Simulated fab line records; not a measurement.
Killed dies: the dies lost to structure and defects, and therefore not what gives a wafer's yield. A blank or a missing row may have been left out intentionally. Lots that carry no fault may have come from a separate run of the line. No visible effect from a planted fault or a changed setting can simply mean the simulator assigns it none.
8D (eight disciplines) problem report, filled in by code	flow nandHarc	the parts of the form that need people (team, actions taken, sign-off) are left out

== 1. WHAT WENT WRONG ==
Mean of timeToEndpointS at NHARC_P_M0_CMP_23: 49.4 s across 3 wafers in 2 lots; on wafers with no fault it is 28.8 s (standard deviation 2.6). That puts it +7.9 standard deviations away from the usual mean.
The step: polishes, t overpolish 20 s, target thk 117.54 nm.
First seen on wafer L522.2, day 10 16:36, on cmp-01. The record has a number at this step for 36 wafers belonging to 12 lots. By rule, "out" or "out of limits" means more than 4 standard deviations away from the usual mean. The other wafers with a number count as sound.

== 2. WHAT IT IS, WHAT IT ISN'T ==
question	is	is not
which readings at this step	timeToEndpointS	motorCurrentA, retainingRingPressureFrac
which lots	L522, L525	L513, L514, L515, L523, L527, L530, L531, L532, L533, L534
which wafers of those lots	L522.2, L522.5, L525.5	L522.6, L525.3, L525.6
read on which tools	cmp-01	cmp-02, cmp-04
when	from day 10 16:36	up to then (10 sound wafers); but 23 sound wafers of L523, L525, L527, L530, L531, L532, L533, L534 came after

== 3. SUSPECTS, AND WHAT RULES EACH OUT ==
Counting: any tool at a process step up to the reading remains a suspect provided it ran every lot that is out. Sound lots after the first of them don't rule it out here, since some wafers of a struck lot are sound.
- ecdCu-02 at NHARC_P_M0_ECD_22 (material Cu, target thk 400 nm): kept. Ran every lot that is out, first one L522 (day 10 15:49); last sound lot up to then L514 (day 7 07:02).
- cmp-01 at NHARC_P_M0_CMP_23 (polishes, t overpolish 20 s, target thk 117.54 nm): kept. Ran every lot that is out, first one L522 (day 10 16:36); last sound lot up to then L514 (day 7 07:47). Its own readings are out on those wafers: timeToEndpointS.
- Within cmp-01 at NHARC_P_M0_CMP_23: the wafers that are out ran in chambers 0, 2; their sound lot-mates ran in chambers 1, 3.
The count leaves cmp-01 at NHARC_P_M0_CMP_23 and ecdCu-02 at NHARC_P_M0_ECD_22.

== 4. THE CAUSE (what the simulator had put in) ==
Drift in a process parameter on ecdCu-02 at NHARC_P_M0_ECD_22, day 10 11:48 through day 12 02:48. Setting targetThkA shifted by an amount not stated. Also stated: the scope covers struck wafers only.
Counting leaves 2 suspects; this tool is one of them.

== 5. THE CHAIN OF EFFECTS, in route order ==
Each row: a reading whose mean over the struck wafers that have a number lies more than 3 standard deviations from the usual. Readings are gone through only where the record gives a usual standard deviation; hours: the median, over the lots, of the time from a lot's start at the first step in this table giving one to that lot's start at this step; sigmas: the change measured in usual standard deviations.
hours	step	reading	usual	on struck wafers	change	sigmas
0	NHARC_P_M0_CMP_23	timeToEndpointS	28.8 s	49.4	+20.6	+7.9
The process steps in it:
- NHARC_P_M0_CMP_23: polishes, t overpolish 20 s, target thk 117.54 nm.
At these later measuring or inspecting steps, every struck wafer for which the step has a row has a number for every such reading, and none has moved that far: NHARC_END_SORT_01.

== 6. HOW IT WOULD HAVE BEEN CAUGHT EARLIER ==
First out-of-limits reading in this record: day 10 16:36, which is 5 hours after fault onset at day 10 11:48.
Among the 2 lots that are out, L525 began NHARC_P_M0_ECD_22 on ecdCu-02 after day 10 16:36. Putting the tool on hold at that point would have spared it.
